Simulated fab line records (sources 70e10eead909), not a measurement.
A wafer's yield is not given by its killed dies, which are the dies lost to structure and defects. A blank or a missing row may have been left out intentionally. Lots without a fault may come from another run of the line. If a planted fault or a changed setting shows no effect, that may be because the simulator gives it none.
fab line records	flow nand_harc	part 1 of 2: steps 1 to 4 of 6
record lots=24	wafers=72	last_day=24
route steps=1159 shown A_STAIRCASE@555
lots that met no fault: from a run of the same line without faults
start_h: hours from the record's first day to the start of the lot's first wafer shown	wait_h: how many hours have passed since the lot's step before this one	" as in the row above	L1.1+2: a row that stands for several wafers	- no value, or no start was given	* or withheld: withheld	< > ~ a bound
route shown NAME@n: a module of which the file shows steps, and the number in the route of the first	usual: the fault-free wafers' mean and standard deviation	same: alike in all rows	chamber/n: place in a boat	sites: each site's reading	_std_site: standard deviation across them	_edge_site: inner sites' mean taken away from outer sites' mean	radius_mm: for every site, how far away it sits from the centre of the wafer	mask NAME#n: copy n	behind: the last tool/chamber to shape the wafer	hold: why the lot was held/for how many hours/how that ended	device: transistor that didn't switch, given as n, p or np	end of line: at the end of the route, the tests of the same wafers	a step without rows: its recipe alone	killed: not the wafer's yield, but the dies lost to structure and defects at the first sort	map: a wafer's dies, marking killed ones x, the rest . and places with no die _
set.NAME: setting as actually run; set.NAME@STEP: the setting as run at that earlier step	model.NAME: the simulator's own value behind a step, which no gauge read
a sample of lots followed through the steps of the route, with each step as a table and each wafer as a row
services: when a tool's chamber went out of use (start_h, in hours from the record's first day, below 0 if earlier), for how many hours, and the reason
## steps
# step NHARC_A_STAIRCASE_ETCH_19
# recipe target_depth_a=1000	time_s=40.5	ion_energy_ev=400	c4f8_flow_sccm=20	o2_flow_sccm=10	ar_flow_sccm=withheld	rf_w=600	bias_w=1000	chemistry=C4F8/O2
# usual oes_product_au=0.936/0.013	rf_vpp_V=899/5.3
lot.wafer	tool	chamber	start_h	wait_h	oes_product_au	rf_hours_counter_h	rf_vpp_V
L074.2	rie_diel-07	2	-	-	0.921	60	884
L074.6	"	2	"	"	0.931	-	886
L074.4	"	0	"	"	0.913	-	903
L076.1	rie_diel-07	2	-	-	0.931	3	907
L076.2	"	0	"	"	0.935	2	904
L076.6	"	1	"	"	0.926	-	899
L075.1	rie_diel-07	0	-	-	0.932	2	902
L075.3	"	1	"	"	0.939	3	897
L075.6	"	1	"	"	0.945	-	898
L079.1	rie_diel-06	0	-	-	0.939	2	900
L079.4	"	2	"	"	0.961	1	903
L079.6	"	3	"	"	0.932	-	901
L077.4	rie_diel-07	2	-	-	0.938	9	906
L077.2	"	0	"	"	0.925	10	903
L077.5	"	2	"	"	0.937	-	906
L078.1	rie_diel-13	0	-	-	0.929	60	888
L078.6	"	1	"	"	0.936	-	896
L078.5	"	2	"	"	0.929	-	893
L080.2	rie_diel-13	2	-	-	0.935	64	894
L080.1	"	3	"	"	0.942	61	887
L080.4	"	0	"	"	0.938	64	888
L082.4	rie_diel-06	3	-	-	0.920	8	902
L082.5	"	3	"	"	0.930	-	901
L082.6	"	0	"	"	0.932	-	898
L081.4	rie_diel-06	3	-	-	0.923	9	903
L081.2	"	1	"	"	0.926	9	893
L081.6	"	3	"	"	0.914	-	902
L083.2	rie_diel-07	3	-	-	0.950	24	898
L083.5	"	1	"	"	0.937	-	898
L083.6	"	2	"	"	0.925	-	906
L084.3	rie_diel-13	0	-	-	0.931	3	906
L084.2	"	1	"	"	0.906	4	896
L084.5	"	1	"	"	0.916	-	896
L087.1	rie_diel-06	3	-	-	0.932	17	902
L087.6	"	0	"	"	0.953	-	898
L087.5	"	3	"	"	0.926	-	901
L086.1	rie_diel-13	0	-	-	0.925	7	905
L086.2	"	1	"	"	0.920	8	897
L086.5	"	0	"	"	0.920	-	906
L085.2	rie_diel-13	0	-	-	0.937	10	907
L085.3	"	2	"	"	0.935	7	894
L085.5	"	0	"	"	0.939	-	907
L089.2	rie_diel-07	1	-	-	0.922	31	896
L089.6	"	1	"	"	0.918	-	897
L089.5	"	2	"	"	0.915	-	906
L088.1	rie_diel-07	1	-	-	0.926	32	897
L088.3	"	3	"	"	0.953	33	899
L088.6	"	1	"	"	0.927	-	897
L091.4	rie_diel-06	3	-	-	0.938	26	900
L091.2	"	1	"	"	0.942	26	891
L091.6	"	0	"	"	0.952	-	898
L090.2	rie_diel-07	2	-	-	0.932	36	906
L090.4	"	1	"	"	0.930	35	898
L090.5	"	3	"	"	0.960	-	898
L092.2	rie_diel-13	1	-	-	0.932	22	896
L092.6	"	0	"	"	0.940	-	907
L092.4	"	1	"	"	0.925	-	896
L093.2	rie_diel-07	2	-	-	0.931	48	906
L093.1	"	3	"	"	0.954	46	897
L093.6	"	1	"	"	0.933	-	895
L095.3	rie_diel-06	2	-	-	0.955	36	902
L095.1	"	0	"	"	0.948	40	898
L095.6	"	2	"	"	0.960	-	901
L094.2	rie_diel-07	1	-	-	0.938	47	895
L094.5	"	2	"	"	0.939	-	905
L094.6	"	3	"	"	0.959	-	898
L096.4	rie_diel-06	1	-	-	0.918	40	891
L096.1	"	2	"	"	0.948	38	902
L096.5	"	0	"	"	0.936	-	898
L097.4	rie_diel-07	1	-	-	0.939	51	897
L097.3	"	2	"	"	0.929	53	905
L097.6	"	0	"	"	0.935	-	904
# step NHARC_A_STAIRCASE_TRIM_233
# recipe time_s=211.2	o2_flow_sccm=500	ar_flow_sccm=0	bias_w=0	chemistry=O2
# usual drypump_motor_current_A=5.6/0.4	oes_product_au=0.996/0.012	rf_vpp_V=58.0/0.93	showerhead_plenum_p_Torr=3.60/0.14	throttle_valve_pct=17.037/0.0094
lot.wafer	tool	chamber	start_h	wait_h	drypump_motor_current_A	oes_product_au	rf_hours_counter_h	rf_vpp_V	showerhead_plenum_p_Torr	throttle_valve_pct
L074.4	rie_diel-06	2	-	-	5.5	0.998	57	57.8	3.71	17.051
L074.2	"	0	"	"	5.7	0.987	63	57.7	3.61	17.032
L074.6	"	2	"	"	5.5	0.998	-	58.9	3.71	17.040
L075.3	rie_diel-07	1	-	-	5.9	0.989	8	56.8	3.57	17.042
L075.1	"	3	"	"	5.7	1.009	9	57.7	3.60	17.025
L075.6	"	1	"	"	5.8	0.991	-	58.1	3.57	17.029
L076.1	rie_diel-13	0	-	-	5.9	1.000	58	57.5	3.28	17.044
L076.2	"	1	"	"	6.1	0.994	57	58.3	3.53	17.033
L076.6	"	0	"	"	5.9	0.996	-	56.8	3.28	17.047
L079.1	rie_diel-07	3	-	-	5.7	1.017	12	57.7	3.60	17.041
L079.4	"	1	"	"	5.9	0.981	11	58.9	3.57	17.035
L079.6	"	3	"	"	5.8	1.017	-	58.2	3.60	17.037
L077.4	rie_diel-06	3	-	-	4.8	0.981	5	60.5	3.69	17.034
L077.2	"	1	"	"	5.7	0.982	5	57.2	3.44	17.033
L077.5	"	3	"	"	4.8	0.986	-	56.3	3.69	17.024
L078.1	rie_diel-06	1	-	-	5.7	0.986	6	58.1	3.44	17.029
L078.6	"	2	"	"	5.5	1.009	-	57.5	3.71	17.054
L078.5	"	3	"	"	4.8	0.984	-	58.0	3.69	17.045
L080.1	rie_diel-07	2	-	-	6.3	0.974	19	59.2	3.80	17.036
L080.4	"	3	"	"	5.7	1.009	20	59.1	3.60	17.040
L080.2	"	0	"	"	5.3	0.992	20	57.9	3.71	17.036
L082.4	rie_diel-06	2	-	-	5.5	1.014	12	60.2	3.70	17.035
L082.6	"	3	"	"	4.8	0.990	-	57.5	3.68	17.044
L082.5	"	0	"	"	5.6	0.999	-	57.0	3.60	17.027
L081.4	rie_diel-06	3	-	-	4.8	0.992	13	58.1	3.68	17.044
L081.2	"	0	"	"	5.6	1.012	15	57.0	3.60	17.043
L081.6	"	0	"	"	5.6	1.005	-	57.9	3.60	17.035
L083.2	rie_diel-06	1	-	-	5.7	0.988	17	58.5	3.44	17.037
L083.5	"	3	"	"	4.8	0.989	-	58.8	3.68	17.054
L083.6	"	0	"	"	5.6	1.007	-	58.1	3.60	17.035
L084.3	rie_diel-07	2	-	-	6.3	0.982	27	57.1	3.79	17.028
L084.2	"	0	"	"	5.3	0.993	26	60.1	3.71	17.058
L084.5	"	2	"	"	6.3	0.987	-	59.3	3.79	17.041
L087.1	rie_diel-06	3	-	-	4.8	0.979	21	57.2	3.68	17.040
L087.6	"	1	"	"	5.7	0.991	-	56.3	3.44	17.023
L087.5	"	2	"	"	5.5	1.019	-	57.9	3.70	17.027
L086.2	rie_diel-06	3	-	-	4.8	0.982	23	58.2	3.68	17.023
L086.1	"	0	"	"	5.6	1.010	24	59.0	3.59	17.042
L086.5	"	2	"	"	5.5	1.013	-	58.7	3.70	17.032
L085.3	rie_diel-13	1	-	-	6.1	0.987	15	57.2	3.52	17.037
L085.2	"	3	"	"	5.5	0.999	14	57.0	3.29	17.017
L085.5	"	1	"	"	6.1	0.983	-	57.6	3.52	17.024
L088.3	rie_diel-06	0	-	-	5.6	1.006	31	56.8	3.59	17.057
L088.1	"	1	"	"	5.7	0.987	29	57.1	3.43	17.042
L088.6	"	0	"	"	5.7	1.005	-	58.9	3.59	17.026
L089.2	rie_diel-07	0	-	-	5.3	1.005	36	57.9	3.70	17.038
L089.5	"	1	"	"	5.9	0.987	-	58.5	3.56	17.042
L089.6	"	2	"	"	6.3	0.994	-	59.1	3.79	17.044
L091.2	rie_diel-07	0	-	-	5.3	1.009	37	57.4	3.70	17.053
L091.4	"	1	"	"	5.9	0.992	37	58.5	3.55	17.039
L091.6	"	1	"	"	5.9	0.988	-	57.4	3.55	17.040
L090.4	rie_diel-07	0	-	-	5.3	0.997	39	57.9	3.70	17.035
L090.2	"	1	"	"	5.9	0.994	40	58.1	3.55	17.041
L090.5	"	3	"	"	5.8	1.035	-	57.1	3.59	17.035
L092.4	rie_diel-13	0	-	-	5.9	0.994	24	59.9	3.79	17.050
L092.2	"	1	"	"	6.1	0.982	25	57.2	3.52	17.020
L092.6	"	0	"	"	5.9	0.994	-	58.4	3.79	17.034
L094.2	rie_diel-13	0	-	-	5.9	0.984	32	59.1	3.79	17.044
L094.6	"	3	"	"	5.5	1.000	-	57.0	3.28	17.044
L094.5	"	0	"	"	5.9	0.989	-	59.1	3.79	17.034
L095.3	rie_diel-07	0	-	-	5.3	1.006	48	57.1	3.69	17.032
L095.1	"	2	"	"	6.3	0.998	52	58.9	3.78	17.025
L095.6	"	0	"	"	5.3	0.996	-	59.6	3.69	17.053
L093.2	rie_diel-13	3	-	-	5.5	1.008	32	56.4	3.28	17.051
L093.1	"	0	"	"	5.9	0.982	34	58.8	3.79	17.037
L093.6	"	2	"	"	5.3	0.994	-	57.0	3.46	17.037
L096.1	rie_diel-06	0	-	-	5.7	0.987	45	55.9	3.58	17.046
L096.4	"	2	"	"	5.5	1.007	42	57.2	3.69	17.038
L096.5	"	1	"	"	5.7	0.975	-	57.2	3.42	17.016
L097.4	rie_diel-06	0	-	-	5.6	1.000	48	59.2	3.58	17.042
L097.3	"	1	"	"	5.7	0.981	46	58.0	3.42	17.042
L097.6	"	0	"	"	5.6	0.992	-	58.2	3.58	17.046
# step NHARC_A_STAIRCASE_STRIP_238
# recipe power_w=1500	temp_c=250	chemistry=O2
# usual drypump_motor_current_A=5.8/0.32	heater_power_w=352/30
lot.wafer	tool	chamber	start_h	wait_h	drypump_motor_current_A	heater_power_w	rf_hours_counter_h
L074.2	plasma_asher-01	0	237.05	0.1	5.9	397	48
L074.4	"	0	"	"	5.9	402	-
L074.6	"	1	"	"	6.0	314	-
L075.1	plasma_asher-01	0	256.75	0.1	5.9	407	53
L075.3	"	0	"	"	5.9	400	-
L075.6	"	0	"	"	5.9	402	-
L076.2	plasma_asher-02	0	258.43	0.1	5.3	326	21
L076.1	"	1	"	"	5.5	365	21
L076.6	"	0	"	"	5.3	337	-
L079.1	plasma_asher-01	1	268.30	0.1	6.1	315	56
L079.4	"	0	"	"	5.9	414	-
L079.6	"	0	"	"	5.9	407	-
L077.2	plasma_asher-01	1	268.90	0.1	6.1	314	57
L077.4	"	1	"	"	6.1	315	-
L077.5	"	0	"	"	5.9	406	-
L078.1	plasma_asher-02	1	273.76	0.1	5.5	377	27
L078.6	"	1	"	"	5.5	367	-
L078.5	"	0	"	"	5.3	330	-
L080.2	plasma_asher-02	0	284.78	0.1	5.3	328	32
L080.1	"	1	"	"	5.5	362	32
L080.4	"	1	"	"	5.5	362	-
L082.4	plasma_asher-01	1	289.34	0.2	6.1	318	-
L082.6	"	0	"	"	6.0	381	-
L082.5	"	1	"	"	6.1	323	-
L081.2	plasma_asher-01	0	291.28	0.1	5.9	377	2
L081.4	"	0	"	"	5.9	388	-
L081.6	"	1	"	"	6.0	325	-
L083.2	plasma_asher-01	1	300.27	0.1	6.0	320	4
L083.5	"	0	"	"	5.9	374	-
L083.6	"	1	"	"	6.1	313	-
L084.2	plasma_asher-02	1	300.80	0.2	5.5	370	38
L084.3	"	1	"	"	5.4	378	-
L084.5	"	1	"	"	5.5	373	-
L087.1	plasma_asher-02	0	317.14	0.1	5.3	322	42
L087.5	"	1	"	"	5.5	373	-
L087.6	"	0	"	"	5.3	335	-
L086.2	plasma_asher-01	1	320.64	0.1	6.1	312	10
L086.1	"	0	"	"	5.9	383	10
L086.5	"	0	"	"	5.9	378	-
L085.2	plasma_asher-02	0	325.41	0.1	5.3	328	46
L085.3	"	0	"	"	5.3	325	-
L085.5	"	0	"	"	5.3	328	-
L088.1	plasma_asher-01	0	334.86	0.1	6.0	380	16
L088.3	"	0	"	"	5.9	382	-
L088.6	"	0	"	"	5.9	382	-
L089.2	plasma_asher-01	1	336.17	0.1	6.0	328	16
L089.6	"	0	"	"	5.9	382	-
L089.5	"	1	"	"	6.0	318	-
L091.2	plasma_asher-01	1	337.77	0.1	6.1	323	17
L091.4	"	1	"	"	6.1	329	-
L091.6	"	1	"	"	6.1	326	-
L090.2	plasma_asher-02	1	343.60	0.1	5.5	376	53
L090.4	"	1	"	"	5.5	370	-
L090.5	"	0	"	"	5.3	333	-
L092.2	plasma_asher-02	0	347.01	0.1	5.3	327	54
L092.4	"	0	"	"	5.3	331	-
L092.6	"	1	"	"	5.5	373	-
L094.2	plasma_asher-01	1	369.67	0.1	6.1	309	30
L094.5	"	0	"	"	5.9	380	-
L094.6	"	1	"	"	6.1	324	-
L095.1	plasma_asher-01	1	371.11	0.1	6.1	330	31
L095.3	"	0	"	"	5.9	387	-
L095.6	"	1	"	"	6.1	320	-
L093.2	plasma_asher-02	1	372.35	0.3	5.5	348	1
L093.1	"	0	"	"	5.2	348	1
L093.6	"	1	"	"	5.5	345	-
L096.1	plasma_asher-01	0	377.66	0.1	5.9	384	34
L096.4	"	1	"	"	6.1	322	-
L096.5	"	0	"	"	5.9	379	-
L097.3	plasma_asher-01	0	382.00	0.2	5.9	375	-
L097.4	"	1	"	"	6.1	322	-
L097.6	"	1	"	"	6.1	322	-
# step NHARC_A_STAIRCASE_STRIP_254
# recipe power_w=1500	temp_c=250	chemistry=O2
# usual drypump_motor_current_A=5.7/0.33	heater_power_w=351/28
lot.wafer	tool	chamber	start_h	wait_h	drypump_motor_current_A	heater_power_w	rf_hours_counter_h
L074.2	plasma_asher-02	1	238.75	-	5.5	381	16
L074.4	"	1	"	"	5.5	370	-
L074.6	"	0	"	"	5.2	340	-
L075.1	plasma_asher-01	1	258.35	-	6.1	315	53
L075.3	"	0	"	"	5.9	409	-
L075.6	"	1	"	"	6.0	327	-
L076.1	plasma_asher-01	0	260.14	-	5.9	400	54
L076.2	"	1	"	"	6.0	323	54
L076.6	"	0	"	"	5.9	396	-
L079.1	plasma_asher-02	0	269.99	-	5.3	331	25
L079.4	"	1	"	"	5.5	373	-
L079.6	"	0	"	"	5.3	327	-
L077.2	plasma_asher-02	1	270.81	-	5.4	374	25
L077.4	"	0	"	"	5.3	340	-
L077.5	"	0	"	"	5.2	330	-
L078.1	plasma_asher-01	0	275.95	-	5.9	401	60
L078.6	"	1	"	"	6.1	317	-
L078.5	"	0	"	"	5.9	396	-
L080.1	plasma_asher-02	1	286.81	-	5.4	374	34
L080.2	"	0	"	"	5.3	330	34
L080.4	"	1	"	"	5.5	368	-
L082.4	plasma_asher-02	0	291.03	-	5.3	327	-
L082.5	"	0	"	"	5.3	321	-
L082.6	"	1	"	"	5.5	369	-
L081.2	plasma_asher-01	1	292.93	-	6.1	316	3
L081.4	"	0	"	"	5.9	385	-
L081.6	"	1	"	"	6.1	322	-
L083.2	plasma_asher-01	0	301.84	-	5.9	376	5
L083.5	"	1	"	"	6.1	313	-
L083.6	"	0	"	"	5.9	383	-
L084.2	plasma_asher-01	1	302.61	-	6.1	320	5
L084.3	"	0	"	"	5.9	384	-
L084.5	"	0	"	"	5.9	377	-
L087.1	plasma_asher-02	0	318.85	-	5.2	328	43
L087.6	"	1	"	"	5.5	372	-
L087.5	"	0	"	"	5.3	335	-
L086.2	plasma_asher-01	1	322.32	-	6.1	323	11
L086.1	"	0	"	"	5.9	374	11
L086.5	"	1	"	"	6.1	313	-
L085.2	plasma_asher-02	0	327.10	-	5.2	330	47
L085.3	"	0	"	"	5.2	332	-
L085.5	"	1	"	"	5.5	371	-
L088.1	plasma_asher-01	0	336.45	-	6.0	393	16
L088.3	"	1	"	"	6.1	318	-
L088.6	"	1	"	"	6.1	320	-
L089.2	plasma_asher-02	1	337.98	-	5.4	365	51
L089.5	"	0	"	"	5.2	324	-
L089.6	"	1	"	"	5.5	369	-
L091.2	plasma_asher-02	0	339.63	-	5.2	330	52
L091.4	"	1	"	"	5.5	365	-
L091.6	"	1	"	"	5.5	370	-
L090.2	plasma_asher-02	0	345.12	-	5.3	334	53
L090.4	"	0	"	"	5.3	325	-
L090.5	"	1	"	"	5.5	380	-
L092.2	plasma_asher-01	0	348.60	-	5.9	385	20
L092.4	"	1	"	"	6.1	319	-
L092.6	"	1	"	"	6.1	321	-
L094.2	plasma_asher-02	1	371.26	-	5.5	341	1
L094.5	"	0	"	"	5.2	340	-
L094.6	"	1	"	"	5.4	351	-
L095.1	plasma_asher-02	0	373.23	-	5.3	345	2
L095.3	"	0	"	"	5.2	340	-
L095.6	"	1	"	"	5.5	339	-
L093.2	plasma_asher-01	1	374.03	-	6.1	327	33
L093.1	"	0	"	"	5.9	382	33
L093.6	"	0	"	"	6.0	379	-
L096.1	plasma_asher-01	1	379.47	-	6.0	329	34
L096.4	"	0	"	"	5.9	370	-
L096.5	"	1	"	"	6.0	315	-
L097.4	plasma_asher-01	0	383.91	-	5.9	391	-
L097.3	"	1	"	"	6.1	319	-
L097.6	"	1	"	"	6.1	319	-
